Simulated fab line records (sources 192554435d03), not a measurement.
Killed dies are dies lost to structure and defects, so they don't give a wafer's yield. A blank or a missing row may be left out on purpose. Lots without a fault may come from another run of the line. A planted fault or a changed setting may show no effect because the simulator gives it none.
fab line records	flow n5-finfet	part 1 of 2: steps 1 to 3 of 6
record: lots: 19	wafers: 57	last-day: 17
route steps=1938 shown BEOL_M5@1130
lots untouched by any fault: they come from a run of this same line in which no faults occurred
start-h: the number of hours between the record's first day and the start of the first shown wafer of the lot	wait-h: hours elapsed since this lot's preceding step	" unchanged from the row above	L1.1+2: several wafers, shown together as one row	- no value present, or no start provided	* or withheld: withheld	< > ~ a bound
route shown NAME@n: NAME is a module with steps in the file, n the number in the route of the first one	usual: mean/standard deviation taken from wafers without a fault	same: alike in all rows	chamber/n: place in a boat	sites: per-site readings	_std_site: their standard deviation	_edge_site: the outer-site mean with the inner-site mean subtracted	radius-mm: how far each site lies from the wafer's centre	mask NAME#n: copy n	behind: the tool/chamber that last shaped the wafer	hold: cause of the lot's hold/its duration in hours/its outcome	device: transistor that didn't switch, given as n, p or np	end of line: tests of these same wafers at the route's end	a step with no rows: only its recipe	killed: dies lost to structure and defects at the first sort, not the wafer's yield	map: per-die view of a wafer (x killed, . not killed, _ where there is no die)
set.NAME: the setting the step ran with; set.NAME@STEP: the setting that earlier step ran with	model.NAME: the simulator's own value behind a step, which no gauge read
the route's steps for a sample of lots (tables are steps, rows are wafers)
services: the hour from which a tool's chamber was out of use, counted from the record's first day as start-h (under 0 if before that day), plus the number of hours and why
== steps ==
step: N5_BEOL_M5_ETCH_72
recipe: chemistry: N2/H2	target: underlayer	target-depth-a: 65	mask-material: CAR-EUV	time-s: 5.2	ion-energy-ev: 200	pressure-mtorr: 30	source-w: 840	bias-w: 150	n2-flow-sccm: 200	h2-flow-sccm: 200	ends: cleared
usual: drypump-motor-current-A: 5.7/0.5	etch-rf-on-time-s: 5.18/0.1	h2-flow-sccm: 200.1/0.57	oes-product-au: 0.68/0.059	rf-fwd-power-W: 819.0/2.3	rf-vpp-V: 523.9/2.9	showerhead-plenum-p-Torr: 2.55/0.098	throttle-valve-pct: 17.87/0.22
lot.wafer	tool	chamber	start-h	wait-h	drypump-motor-current-A	etch-rf-on-time-s	h2-flow-sccm	oes-product-au	rf-fwd-power-W	rf-hours-counter-h	rf-vpp-V	showerhead-plenum-p-Torr	throttle-valve-pct
L074.2	rie-diel-04	0	172.06	0.0	6.3	5.30	200.3	0.63	820.7	173	523.3	2.54	17.75
L074.3	"	1	"	"	5.4	5.05	200.7	0.73	820.4	48	521.2	2.48	18.21
L074.4	"	1	"	"	5.4	5.07	199.4	0.73	815.9	-	524.2	2.48	18.22
L075.1	rie-diel-05	0	179.16	0.0	6.3	5.05	200.1	0.74	817.8	48	521.3	2.49	18.12
L075.2	"	1	"	"	5.3	5.00	200.6	0.76	816.1	54	528.9	2.69	17.61
L075.5	"	2	"	"	5.4	5.10	200.4	0.73	820.6	-	525.4	2.69	17.86
L076.2	rie-diel-04	0	189.64	0.0	6.3	5.25	199.2	0.63	818.4	178	525.5	2.53	17.74
L076.4	"	2	"	"	4.8	5.14	200.2	0.62	818.3	183	528.3	2.64	17.69
L076.5	"	1	"	"	5.3	5.00	199.7	0.74	825.1	-	522.7	2.47	18.23
L077.3	rie-diel-05	2	196.36	0.0	5.4	5.21	200.2	0.72	822.7	73	527.5	2.68	17.88
L077.5	"	2	"	"	5.4	5.17	199.8	0.73	817.6	-	528.8	2.69	17.86
L077.6	"	3	"	"	5.3	5.34	199.6	0.59	816.7	-	521.9	2.51	17.80
L078.1	rie-diel-04	1	198.91	0.0	5.4	5.11	200.5	0.73	821.3	56	523.6	2.47	18.20
L078.4	"	0	"	"	6.3	5.33	200.8	0.63	817.3	181	524.9	2.53	17.74
L078.5	"	3	"	"	6.0	5.15	200.1	0.63	820.2	-	521.6	2.43	17.83
L079.1	rie-diel-04	2	213.14	0.0	4.7	5.22	200.6	0.62	820.3	190	527.4	2.63	17.68
L079.3	"	3	"	"	6.0	5.12	199.7	0.63	818.1	168	521.2	2.43	17.86
L079.5	"	0	"	"	6.3	5.36	199.5	0.61	820.6	-	524.7	2.53	17.76
L080.2	rie-diel-05	2	215.74	0.0	5.4	5.24	200.3	0.71	817.6	79	527.4	2.68	17.90
L080.5	"	1	"	"	5.4	5.05	200.1	0.73	818.4	-	526.6	2.69	17.62
L080.6	"	2	"	"	5.4	5.19	200.4	0.71	817.8	-	527.0	2.68	17.91
L081.1	rie-diel-05	2	219.54	0.0	5.4	5.20	201.3	0.72	819.6	80	527.5	2.68	17.90
L081.2	"	3	"	"	5.3	5.34	199.8	0.58	820.2	242	523.0	2.50	17.81
L081.3	"	0	"	"	6.3	5.09	200.4	0.72	824.6	60	521.0	2.48	18.13
L084.1	rie-diel-05	2	223.48	0.0	5.5	5.17	200.2	0.73	819.8	82	528.0	2.68	17.90
L084.3	"	1	"	"	5.3	5.03	199.7	0.74	815.8	68	527.5	2.69	17.66
L084.6	"	3	"	"	5.3	5.29	200.5	0.59	819.7	-	522.1	2.50	17.81
L085.2	rie-diel-05	0	245.67	0.0	6.3	5.15	199.4	0.72	819.8	69	521.8	2.48	18.17
L085.5	"	0	"	"	6.3	5.15	199.1	0.72	817.4	-	521.5	2.48	18.19
L085.6	"	2	"	"	5.4	5.20	199.8	0.71	819.2	-	528.5	2.68	17.89
L086.3	rie-diel-04	3	246.30	0.0	6.0	5.09	200.2	0.62	819.4	178	521.7	2.42	17.83
L086.4	"	0	"	"	6.3	5.34	200.6	0.61	821.4	196	523.3	2.52	17.77
L086.5	"	3	"	"	6.0	5.13	200.6	0.62	819.6	-	521.7	2.42	17.86
L087.1	rie-diel-04	3	260.08	0.0	6.0	5.22	200.1	0.62	821.2	181	519.5	2.42	17.89
L087.4	"	0	"	"	6.2	5.37	200.3	0.61	819.2	199	523.7	2.52	17.77
L087.5	"	0	"	"	6.2	5.39	202.1	0.61	818.9	-	522.3	2.52	17.79
L088.2	rie-diel-04	3	263.16	0.0	6.0	5.15	199.8	0.62	821.1	182	519.0	2.42	17.88
L088.3	"	0	"	"	6.3	5.37	199.4	0.61	817.8	200	524.3	2.52	17.76
L088.5	"	0	"	"	6.3	5.39	199.9	0.60	821.5	-	522.7	2.52	17.78
L090.1	rie-diel-04	3	266.46	0.0	6.0	5.11	199.2	0.62	818.1	183	519.2	2.42	17.88
L090.2	"	1	"	"	5.4	5.06	200.6	0.70	821.8	76	523.6	2.46	18.28
L090.3	"	0	"	"	6.3	5.36	200.4	0.60	823.7	201	523.5	2.52	17.80
L092.4	rie-diel-03	3	281.38	0.0	6.1	5.20	199.3	0.74	820.4	-	527.4	2.70	18.04
L092.5	"	1	"	"	6.0	5.20	200.4	0.62	822.3	-	519.3	2.40	17.89
L092.6	"	2	"	"	6.2	5.32	200.4	0.69	819.0	-	523.4	2.56	17.66
L095.1	rie-diel-05	0	289.45	0.0	6.3	5.05	199.8	0.70	820.6	85	522.1	2.47	18.21
L095.2	"	1	"	"	5.3	5.04	201.3	0.71	818.7	90	527.2	2.68	17.67
L095.3	"	2	"	"	5.5	5.19	200.7	0.70	817.6	105	527.6	2.67	17.94
L093.1	rie-diel-04	1	291.33	0.0	5.4	5.05	199.8	0.68	817.2	83	521.4	2.46	18.27
L093.4	"	3	"	"	6.0	5.14	199.3	0.61	816.0	190	521.5	2.42	17.88
L093.6	"	2	"	"	4.8	5.19	199.5	0.60	822.9	-	526.4	2.63	17.73
L096.1	rie-diel-05	1	304.61	0.0	5.3	5.07	200.3	0.70	821.5	96	524.2	2.68	17.71
L096.3	"	3	"	"	5.3	5.31	199.3	0.79	816.2	11	520.9	2.49	17.41
L096.4	"	2	"	"	5.4	5.18	199.7	0.69	818.8	111	526.3	2.67	17.93
L097.1	rie-diel-05	0	308.10	0.0	6.3	5.17	199.4	0.69	817.8	92	520.0	2.47	18.21
L097.3	"	2	"	"	5.5	5.18	198.5	0.69	819.3	112	524.4	2.67	17.94
L097.6	"	3	"	"	5.4	5.36	199.7	0.79	820.4	-	523.2	2.49	17.42
step: N5_BEOL_M5_STRIP_19
recipe: chemistry: O2	power-w: 400	temp-c: 40	pressure-mtorr: 30	rf-frequency-hz: 6e+07	bias-power-w: 0	overash-fraction: 0.2	o2-flow-sccm: 225
usual: drypump-motor-current-A: 5.7/0.45	oes-product-au: 0.79/0.067	rf-vpp-V: 3.6/0.55	showerhead-plenum-p-Torr: 2.11/0.083	throttle-valve-pct: 16.67/0.16
same: bias-power-w: 0
lot.wafer	tool	chamber	start-h	wait-h	drypump-motor-current-A	oes-product-au	rf-hours-counter-h	rf-vpp-V	showerhead-plenum-p-Torr	throttle-valve-pct
L074.2	rie-diel-04	0	172.54	0.2	6.3	0.74	173	4.0	2.09	16.66
L074.3	"	1	"	"	5.4	0.85	48	4.2	2.04	16.90
L074.4	"	2	"	"	4.7	0.73	-	3.7	2.17	16.49
L075.1	rie-diel-03	3	179.51	0.1	6.1	0.94	15	3.5	2.23	16.65
L075.2	"	2	"	"	6.2	0.84	68	4.3	2.12	16.41
L075.5	"	0	"	"	5.4	0.75	-	3.2	2.09	16.81
L076.2	rie-diel-03	3	189.96	0.1	6.1	0.94	19	3.1	2.23	16.68
L076.4	"	2	"	"	6.2	0.83	72	3.1	2.12	16.43
L076.5	"	1	"	"	6.0	0.73	-	3.8	2.00	16.71
L077.3	rie-diel-05	1	196.68	0.1	5.3	0.86	60	2.9	2.22	16.43
L077.5	"	3	"	"	5.3	0.70	-	3.3	2.07	16.62
L077.6	"	2	"	"	5.4	0.85	-	3.6	2.22	16.59
L078.1	rie-diel-03	0	199.25	0.1	5.4	0.74	158	2.6	2.09	16.83
L078.4	"	3	"	"	6.1	0.92	22	3.7	2.23	16.68
L078.5	"	0	"	"	5.4	0.75	-	3.6	2.09	16.82
L079.1	rie-diel-04	1	213.46	0.1	5.3	0.83	60	3.5	2.04	16.95
L079.3	"	2	"	"	4.8	0.72	190	3.8	2.17	16.52
L079.5	"	2	"	"	4.8	0.72	-	4.5	2.17	16.50
L080.2	rie-diel-05	1	216.07	0.1	5.3	0.85	65	2.6	2.21	16.45
L080.5	"	1	"	"	5.3	0.85	-	4.8	2.21	16.43
L080.6	"	0	"	"	6.3	0.85	-	3.9	2.04	16.85
L081.1	rie-diel-05	2	219.95	0.2	5.4	0.84	81	4.5	2.22	16.61
L081.2	"	3	"	"	5.3	0.69	243	3.3	2.06	16.65
L081.3	"	0	"	"	6.3	0.86	60	3.3	2.04	16.86
L084.1	rie-diel-05	2	223.81	0.1	5.4	0.84	82	3.7	2.21	16.58
L084.3	"	1	"	"	5.3	0.85	68	4.3	2.21	16.45
L084.6	"	2	"	"	5.4	0.84	-	3.5	2.21	16.61
L085.2	rie-diel-04	1	246.09	0.1	5.4	0.83	70	3.9	2.03	16.94
L085.5	"	2	"	"	4.8	0.72	-	4.1	2.16	16.52
L085.6	"	3	"	"	6.0	0.72	-	2.7	2.00	16.64
L086.3	rie-diel-05	2	246.64	0.1	5.4	0.83	-	3.1	2.21	16.62
L086.4	"	0	"	"	6.3	0.84	-	3.9	2.04	16.88
L086.5	"	2	"	"	5.4	0.82	-	5.0	2.21	16.60
L087.1	rie-diel-05	2	260.40	0.1	5.4	0.83	96	2.8	2.21	16.61
L087.4	"	2	"	"	5.4	0.83	-	3.0	2.21	16.60
L087.5	"	1	"	"	5.3	0.84	-	3.5	2.21	16.46
L088.2	rie-diel-03	0	263.54	0.1	5.4	0.73	175	3.4	2.08	16.86
L088.3	"	3	"	"	6.0	0.90	40	5.7	2.22	16.70
L088.5	"	3	"	"	6.0	0.89	-	3.3	2.22	16.73
L090.1	rie-diel-05	1	266.78	0.1	5.3	0.84	83	3.4	2.21	16.47
L090.2	"	0	"	"	6.3	0.83	77	4.1	2.04	16.90
L090.3	"	2	"	"	5.4	0.83	98	2.9	2.21	16.64
L092.4	rie-diel-03	3	281.72	0.1	6.1	0.88	-	3.5	2.22	16.72
L092.5	"	2	"	"	6.2	0.81	-	4.8	2.11	16.49
L092.6	"	1	"	"	6.0	0.71	-	5.1	1.99	16.77
L095.1	rie-diel-04	2	289.78	0.1	4.7	0.70	212	3.5	2.16	16.55
L095.2	"	1	"	"	5.4	0.82	82	2.6	2.03	16.95
L095.3	"	3	"	"	6.0	0.72	189	3.9	1.99	16.66
L093.1	rie-diel-04	0	291.65	0.1	6.3	0.72	208	3.7	2.08	16.73
L093.4	"	3	"	"	6.0	0.72	190	3.4	1.99	16.67
L093.6	"	0	"	"	6.3	0.72	-	3.6	2.08	16.71
L096.1	rie-diel-03	1	304.95	0.1	6.0	0.71	229	3.8	1.99	16.80
L096.3	"	0	"	"	5.4	0.72	187	3.4	2.08	16.87
L096.4	"	2	"	"	6.2	0.80	108	3.4	2.11	16.50
L097.1	rie-diel-05	3	308.49	0.1	5.3	0.94	13	3.0	2.06	16.22
L097.3	"	0	"	"	6.3	0.81	92	3.8	2.03	16.93
L097.6	"	3	"	"	5.3	0.94	-	3.0	2.06	16.22
step: N5_BEOL_M5_ETCH_67
recipe: chemistry: CF4	target: SiARC	target-depth-a: 156	mask-material: CAR-EUV	time-s: 26	ion-energy-ev: 80	pressure-mtorr: 40	source-w: 545	bias-w: 36	Ar_flow_sccm: 100	cf4-flow-sccm: 100	ends: cleared
usual: drypump-motor-current-A: 5.7/0.48	etch-rf-on-time-s: 25.9/0.52	oes-product-au: 0.67/0.059	rf-fwd-power-W: 532.0/1.9	rf-vpp-V: 184.2/1.2	showerhead-plenum-p-Torr: 2.14/0.076	throttle-valve-pct: 15.61/0.17
lot.wafer	tool	chamber	start-h	wait-h	drypump-motor-current-A	etch-rf-on-time-s	oes-product-au	rf-fwd-power-W	rf-hours-counter-h	rf-vpp-V	showerhead-plenum-p-Torr	throttle-valve-pct
L074.2	rie-diel-03	2	173.29	0.0	6.2	26.0	0.72	531.6	67	185.2	2.17	15.44
L074.3	"	1	"	"	6.0	26.0	0.63	532.0	188	182.5	2.04	15.62
L074.4	"	0	"	"	5.4	26.3	0.64	530.6	150	184.6	2.14	15.80
L075.1	rie-diel-04	2	183.02	0.0	4.7	26.0	0.62	532.6	182	186.1	2.22	15.47
L075.2	"	3	"	"	6.0	25.5	0.64	531.5	162	183.8	2.06	15.59
L075.5	"	0	"	"	6.3	26.3	0.63	530.9	-	184.1	2.13	15.55
L076.2	rie-diel-04	1	192.72	0.0	5.4	25.0	0.73	529.1	53	182.6	2.09	15.86
L076.4	"	2	"	"	4.8	26.0	0.62	532.2	184	185.7	2.22	15.47
L076.5	"	3	"	"	6.0	25.5	0.63	533.7	-	183.6	2.05	15.60
L077.3	rie-diel-05	1	198.24	0.0	5.3	24.8	0.75	532.3	60	183.5	2.26	15.37
L077.5	"	0	"	"	6.3	25.2	0.74	533.3	-	182.5	2.09	15.76
L077.6	"	1	"	"	5.3	25.0	0.75	531.7	-	185.8	2.26	15.35
L078.1	rie-diel-05	0	200.71	0.0	6.3	25.7	0.73	531.8	55	182.9	2.09	15.74
L078.4	"	3	"	"	5.3	26.5	0.59	528.4	237	184.1	2.12	15.64
L078.5	"	3	"	"	5.3	26.4	0.59	529.8	-	183.3	2.12	15.63
L079.1	rie-diel-05	3	214.58	0.0	5.3	26.5	0.59	530.8	241	184.5	2.12	15.64
L079.3	"	2	"	"	5.4	25.8	0.72	532.2	79	185.5	2.24	15.47
L079.5	"	3	"	"	5.3	26.3	0.59	531.8	-	183.4	2.12	15.63
L080.2	rie-diel-04	3	218.13	0.0	6.0	25.3	0.64	534.5	169	181.2	2.05	15.60
L080.5	"	1	"	"	5.4	25.1	0.72	532.2	-	183.3	2.09	15.89
L080.6	"	0	"	"	6.2	26.5	0.62	531.7	-	184.4	2.13	15.58
L081.1	rie-diel-04	1	222.23	0.0	5.4	24.8	0.73	530.7	62	183.2	2.09	15.89
L081.2	"	0	"	"	6.3	26.6	0.62	530.5	187	184.9	2.12	15.56
L081.3	"	3	"	"	6.0	25.4	0.64	531.4	170	183.5	2.05	15.62
L084.1	rie-diel-05	1	225.63	0.0	5.3	25.5	0.74	533.7	68	185.4	2.26	15.39
L084.3	"	0	"	"	6.3	25.5	0.72	531.4	62	183.0	2.09	15.78
L084.6	"	1	"	"	5.3	25.4	0.74	532.9	-	186.0	2.26	15.39
L085.2	rie-diel-05	0	246.83	0.0	6.3	25.9	0.72	531.8	70	183.9	2.08	15.79
L085.5	"	0	"	"	6.3	25.8	0.72	532.1	-	183.4	2.08	15.80
L085.6	"	2	"	"	5.4	26.1	0.71	534.4	-	185.4	2.24	15.48
L086.3	rie-diel-05	1	248.11	0.0	5.3	25.2	0.73	532.7	76	185.4	2.25	15.38
L086.4	"	2	"	"	5.4	26.1	0.72	529.5	-	184.8	2.24	15.47
L086.5	"	0	"	"	6.3	25.6	0.72	530.2	-	182.1	2.08	15.78
L087.1	rie-diel-04	3	261.90	0.0	6.0	26.0	0.62	533.6	181	181.9	2.05	15.63
L087.4	"	2	"	"	4.8	26.2	0.61	536.2	204	184.2	2.21	15.53
L087.5	"	2	"	"	4.8	26.0	0.61	532.5	-	183.8	2.21	15.52
L088.2	rie-diel-04	2	265.72	0.0	4.8	25.9	0.60	530.8	206	184.0	2.21	15.53
L088.3	"	0	"	"	6.3	26.7	0.61	534.0	201	182.5	2.12	15.63
L088.5	"	3	"	"	6.0	25.4	0.63	533.6	-	182.7	2.05	15.63
L090.1	rie-diel-04	1	267.47	0.0	5.4	25.3	0.71	534.0	77	183.8	2.08	15.88
L090.2	"	2	"	"	4.7	26.2	0.60	532.8	206	185.6	2.21	15.55
L090.3	"	3	"	"	6.0	25.5	0.61	530.9	183	183.4	2.05	15.63
L092.4	rie-diel-05	2	282.78	0.0	5.4	25.9	0.70	532.0	104	185.1	2.24	15.51
L092.5	"	3	"	"	5.3	26.3	0.83	530.3	-	182.8	2.11	15.16
L092.6	"	2	"	"	5.4	26.3	0.70	532.7	-	184.8	2.24	15.50
L095.1	rie-diel-04	0	290.55	0.0	6.3	26.9	0.61	534.4	208	183.9	2.12	15.63
L095.2	"	3	"	"	6.0	25.4	0.62	531.1	189	182.7	2.05	15.66
L095.3	"	2	"	"	4.8	26.2	0.60	532.4	212	185.0	2.21	15.55
L093.1	rie-diel-05	2	292.21	0.0	5.4	26.0	0.70	531.6	106	186.0	2.24	15.53
L093.4	"	1	"	"	5.3	25.0	0.72	531.4	92	186.3	2.25	15.43
L093.6	"	1	"	"	5.3	25.2	0.72	532.4	-	185.7	2.25	15.43
L096.1	rie-diel-03	1	307.64	0.0	6.0	25.8	0.60	532.7	230	181.5	2.03	15.71
L096.3	"	0	"	"	5.4	26.3	0.62	528.2	188	185.2	2.13	15.88
L096.4	"	2	"	"	6.2	26.3	0.68	535.0	109	182.1	2.16	15.50
L097.1	rie-diel-05	2	311.41	0.0	5.4	25.8	0.70	530.0	113	183.9	2.23	15.54
L097.3	"	0	"	"	6.3	25.5	0.70	532.3	94	183.5	2.08	15.84
L097.6	"	1	"	"	5.3	24.9	0.71	535.6	-	184.5	2.24	15.45
